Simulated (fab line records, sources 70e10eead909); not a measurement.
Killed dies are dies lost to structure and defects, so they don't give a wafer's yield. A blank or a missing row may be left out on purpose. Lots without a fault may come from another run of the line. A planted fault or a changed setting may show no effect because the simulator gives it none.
Problem report in the 8D (eight disciplines) form, filled by code | flow nand_harc | the parts of the form that need people (team, actions taken, sign-off) are left out

1. THE PROBLEM
killed_at_periphery at NHARC_END_SORT_01 reads a mean of 625.5 on 2 wafers of 2 lots; wafers without a fault read 4.0 with a standard deviation of 2.6. That is +99 or more standard deviations from the usual mean.
First seen on wafer L291.6, day 28 01:25, on prober-01. The record holds 4 wafers of 2 lots with a number at this step. Rule for "out", or "out of limits": more than 4 standard deviations from the usual mean. The other wafers with a number count as sound.

2. WHAT IT IS AND WHAT IT IS NOT
question                    | is                               | is not
which readings at this step | killed_at_periphery, killed_dies | killed_at_array, killed_at_other, killed_open, killed_short
which lots                  | L291, L293                       | -
which wafers of those lots  | L291.6, L293.6                   | L291.2, L293.1
read on which gauges        | prober-01                        | -
when                        | from day 28 01:25                | up to then (1 sound wafer); but 1 sound wafer of L293 came after

3. SUSPECTS, AND WHAT RULES EACH OUT
Counting: a tool at a process step up to the reading stays a suspect if it ran every lot that is out. Sound lots after the first of them don't rule it out here, since some wafers of a struck lot are sound.
- the gauge at NHARC_END_SORT_01: kept. All the wafers that are out were read on prober-01, and no step on other tools shows them out.
- litho_track-07 at NHARC_P_GATE_DEVELOP_45 (time 70 s): kept. It ran every lot that is out, first L291 (day 9 09:00).
Left after counting: litho_track-07 at NHARC_P_GATE_DEVELOP_45, prober-01 at NHARC_END_SORT_01.

4. THE CAUSE (what the simulator had put in)
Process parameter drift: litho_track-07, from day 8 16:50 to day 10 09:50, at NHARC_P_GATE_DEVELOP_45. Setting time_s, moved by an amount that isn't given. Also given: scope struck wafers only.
Counting left 2 suspects, and this tool is among them.

5. THE CHAIN OF EFFECTS, in route order
Each row: a reading whose mean over the struck wafers that have a number lies more than 3 standard deviations from the usual. Only readings for which the record gives a usual standard deviation are gone through. hours: the time from each lot's start at the first step in this table that gives one to its start at this step, as a median over the lots. sigmas: the change in usual standard deviations.
hours | step              | reading             | usual | on struck wafers | change | sigmas
0     | NHARC_END_SORT_01 | killed_at_periphery | 4.0   | 625.5            | +621.5 | +99 or more
0     | NHARC_END_SORT_01 | killed_dies         | 54    | 677              | +623   | +33

6. WHAT WOULD HAVE CAUGHT IT SOONER
In this record the first reading out of limits at a measuring or inspecting step was taken at day 28 01:25, 465 hours after the fault began at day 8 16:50.
All the lots that are out (2) had begun NHARC_P_GATE_DEVELOP_45 on litho_track-07 by day 28 01:25. A hold on the tool at that time would have spared none of them.
